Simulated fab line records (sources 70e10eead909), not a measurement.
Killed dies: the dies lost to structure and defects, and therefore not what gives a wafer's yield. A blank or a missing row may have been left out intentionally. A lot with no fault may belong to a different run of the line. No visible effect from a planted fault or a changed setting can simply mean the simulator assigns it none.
Chamber matching :: flow nand harc :: rie diel-10 running NHARC_A_SLIT_DESCUM_14: 4 sister chambers
The step chemistry O2, time 3 s. 4 wafers are shown with their chamber, then 7 later ones without.

## WAFERS, EACH WITH ITS CHAMBER
wafer: L084.3
chamber: 3
drypump motor current A (A): 5.7

wafer: L084.4
chamber: 1
drypump motor current A (A): 5.8

wafer: L089.5
chamber: 2
drypump motor current A (A): 4.8

wafer: L090.5
chamber: 0
drypump motor current A (A): 5.8

## WAFERS WITHOUT THEIR CHAMBER
wafer: L090.6
drypump motor current A (A): 5.8

wafer: L093.3
drypump motor current A (A): 5.9

wafer: L093.4
drypump motor current A (A): 5.8

wafer: L093.6
drypump motor current A (A): 5.9

wafer: L094.2
drypump motor current A (A): 4.8

wafer: L094.5
drypump motor current A (A): 5.8

wafer: L094.6
drypump motor current A (A): 4.8

## EACH ONE'S CHAMBER
wafer: L090.6
from the rows above: can't be placed: 0 or 1 or 3
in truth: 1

wafer: L093.3
from the rows above: can't be placed: 0 or 1 or 3
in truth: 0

wafer: L093.4
from the rows above: can't be placed: 0 or 1 or 3
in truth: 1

wafer: L093.6
from the rows above: can't be placed: 0 or 1 or 3
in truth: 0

wafer: L094.2
from the rows above: 2
in truth: 2

wafer: L094.5
from the rows above: can't be placed: 0 or 1 or 3
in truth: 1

wafer: L094.6
from the rows above: 2
in truth: 2
Placed correctly: 2 of 7. From these rows, 5 cannot be placed; in 5 the true chamber is one of the candidates. Placed wrongly: 0.
How it was worked out, from the rows above alone: a wafer's distance from a chamber is the root of the sum, over the readings, of the square of ((its reading less the chamber's mean) divided by the reading's scatter). The wafer belongs to the nearest chamber; if the next one is less than 2 further off, it can't be placed. Each chamber's mean is taken over the wafers shown for it. The scatter (one wafer shown for each chamber): square how far every hidden wafer sits from the nearest shown wafer, average those squares and take the square root.
